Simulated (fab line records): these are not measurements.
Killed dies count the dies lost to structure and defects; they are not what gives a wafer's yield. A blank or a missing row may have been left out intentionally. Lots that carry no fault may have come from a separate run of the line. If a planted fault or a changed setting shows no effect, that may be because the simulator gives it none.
Chamber matching -- flow n5Finfet -- N5_BEOL_M5_ETCH_75 on rieDiel-03 has 4 sister chambers
The step etches underlayer in N2/H2, target depth 6.5 nm, time 5.2 s. 8 wafers are shown with their chamber, then 8 later ones without.

WAFERS PAIRED WITH THEIR CHAMBERS
wafer,chamber,showerheadPlenumPTorr (Torr),throttleValvePct (%)
L074.2,3,2.67,17.92
L076.2,3,2.67,17.93
L079.3,0,2.52,18.06
L079.4,2,2.65,17.75
L078.1,1,2.53,18.12
L078.5,1,2.53,18.13
L078.6,2,2.65,17.77
L085.2,0,2.51,18.10

WAFERS WHOSE CHAMBER IS MISSING
wafer,showerheadPlenumPTorr (Torr),throttleValvePct (%)
L085.3,2.66,17.97
L085.4,2.52,18.15
L088.3,2.65,17.81
L088.5,2.64,17.80
L088.6,2.66,17.98
L095.1,2.50,18.07
L095.3,2.66,18.01
L095.4,2.52,18.17

WHICH CHAMBER EACH WENT THROUGH
wafer,from the rows above,in truth
L085.3,3,3
L085.4,can't be placed: 1 or 0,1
L088.3,2,2
L088.5,2,2
L088.6,3,3
L095.1,0,0
L095.3,3,3
L095.4,can't be placed: 1 or 0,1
Placed correctly: 6 of 8. These rows do not allow placing 2 (true chamber among the candidates in 2). Placed wrongly: 0.
How it was worked out, from the rows above alone: a wafer's distance from a chamber is the root of the sum, over the readings, of the square of ((its reading less the chamber's mean) divided by the reading's scatter). If the next closest chamber is less than 2 further off than the closest, the wafer can't be placed; otherwise it belongs to the closest. For every chamber, the mean is computed from those of its wafers that are shown. The scatter: take each reading less its chamber's mean, square it, sum over the shown wafers, divide by the number of wafers less the number of chambers, and take the root.
